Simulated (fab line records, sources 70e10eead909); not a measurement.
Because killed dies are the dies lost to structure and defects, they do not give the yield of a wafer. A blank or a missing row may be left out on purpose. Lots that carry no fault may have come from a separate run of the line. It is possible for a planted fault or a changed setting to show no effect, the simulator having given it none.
Matching of chambers :: flow nandHarc :: NHARC_A_STAIRCASE_DEP_301 on pecvd-03: 3 sister chambers
The step deposits SiON, target thk 30 nm. 6 wafers are shown with their chamber, then 12 later ones without.

## WAFERS WITH THEIR CHAMBER
wafer: L090.2
chamber: 0
heaterPowerW (W): 748

wafer: L092.5
chamber: 1
heaterPowerW (W): 605

wafer: L092.6
chamber: 2
heaterPowerW (W): 924

wafer: L094.2
chamber: 0
heaterPowerW (W): 695

wafer: L094.3
chamber: 1
heaterPowerW (W): 669

wafer: L094.5
chamber: 2
heaterPowerW (W): 852

## WAFERS WITH NO CHAMBER GIVEN
wafer: L093.2
heaterPowerW (W): 665

wafer: L093.4
heaterPowerW (W): 759

wafer: L093.5
heaterPowerW (W): 657

wafer: L095.1
heaterPowerW (W): 679

wafer: L095.3
heaterPowerW (W): 879

wafer: L095.5
heaterPowerW (W): 892

wafer: L097.1
heaterPowerW (W): 913

wafer: L097.5
heaterPowerW (W): 712

wafer: L097.6
heaterPowerW (W): 934

wafer: L096.3
heaterPowerW (W): 814

wafer: L096.5
heaterPowerW (W): 802

wafer: L096.6
heaterPowerW (W): 790

## THE CHAMBER EACH PASSED THROUGH
wafer: L093.2
from the rows above: can't be placed: 1 or 0
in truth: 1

wafer: L093.4
from the rows above: can't be placed: 0 or 1
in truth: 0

wafer: L093.5
from the rows above: can't be placed: 1 or 0
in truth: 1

wafer: L095.1
from the rows above: can't be placed: 1 or 0
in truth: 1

wafer: L095.3
from the rows above: 2
in truth: 2

wafer: L095.5
from the rows above: 2
in truth: 2

wafer: L097.1
from the rows above: 2
in truth: 2

wafer: L097.5
from the rows above: can't be placed: 0 or 1
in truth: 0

wafer: L097.6
from the rows above: 2
in truth: 2

wafer: L096.3
from the rows above: can't be placed: 2 or 0
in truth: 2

wafer: L096.5
from the rows above: can't be placed: 0 or 2 or 1
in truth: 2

wafer: L096.6
from the rows above: can't be placed: 0 or 2 or 1
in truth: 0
4 of 12 placed correctly. These rows do not allow placing 8 (true chamber among the candidates in 8). Wrongly placed: 0.
How it was worked out, from the rows above alone: a wafer's distance from a chamber is the root of the sum, over the readings, of the square of ((its reading less the chamber's mean) divided by the reading's scatter). The wafer belongs to the nearest chamber; if the next one is less than 2 further off, it can't be placed. Each chamber's mean is taken over the wafers shown for it. The scatter is the square root of a quotient: the sum, over the shown wafers, of each reading's squared deviation from its chamber's mean, divided by wafers minus chambers.
